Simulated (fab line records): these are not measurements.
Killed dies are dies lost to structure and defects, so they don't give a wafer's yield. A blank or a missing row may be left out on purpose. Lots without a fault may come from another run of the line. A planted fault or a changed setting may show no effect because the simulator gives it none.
Chamber matching + flow nand harc + NHARC_A_CHANNEL_FILL_D2_ETCHBACK_20 on rie diel-03: 4 sister chambers
The step etches the open film in C4F8/O2/Ar, target depth 27 nm, time 13.5 s. 4 wafers are shown with their chamber, then 9 later ones without.

WAFERS WITH THEIR CHAMBER
| wafer  | chamber | rf vpp V (V) |
|--------|---------|--------------|
| L083.4 | 3       | 988          |
| L089.3 | 0       | 968          |
| L089.4 | 1       | 983          |
| L089.6 | 2       | 973          |

WAFERS MISSING THEIR CHAMBER
| wafer  | rf vpp V (V) |
|--------|--------------|
| L088.4 | 974          |
| L088.5 | 987          |
| L088.6 | 968          |
| L092.2 | 969          |
| L092.3 | 987          |
| L092.4 | 974          |
| L096.1 | 989          |
| L096.5 | 983          |
| L096.6 | 973          |

WHICH CHAMBER EACH ONE RAN IN
| wafer  | from the rows above | in truth |
|--------|---------------------|----------|
| L088.4 | 2                   | 2        |
| L088.5 | 3                   | 3        |
| L088.6 | 0                   | 0        |
| L092.2 | 0                   | 0        |
| L092.3 | 3                   | 3        |
| L092.4 | 2                   | 2        |
| L096.1 | 3                   | 3        |
| L096.5 | 1                   | 1        |
| L096.6 | 2                   | 2        |
Correct placement for 9 of the 9. Number that these rows cannot place: 0. Number placed wrongly: 0.
How it was worked out, from the rows above alone: a wafer's distance from a chamber is the root of the sum, over the readings, of the square of ((its reading less the chamber's mean) divided by the reading's scatter). The wafer belongs to the nearest chamber; if the next one is less than 2 further off, it can't be placed. A chamber's mean is the mean of its shown wafers. The scatter: with one shown wafer a chamber, the root of the mean of the squares of how far each hidden wafer lies from its nearest shown one.
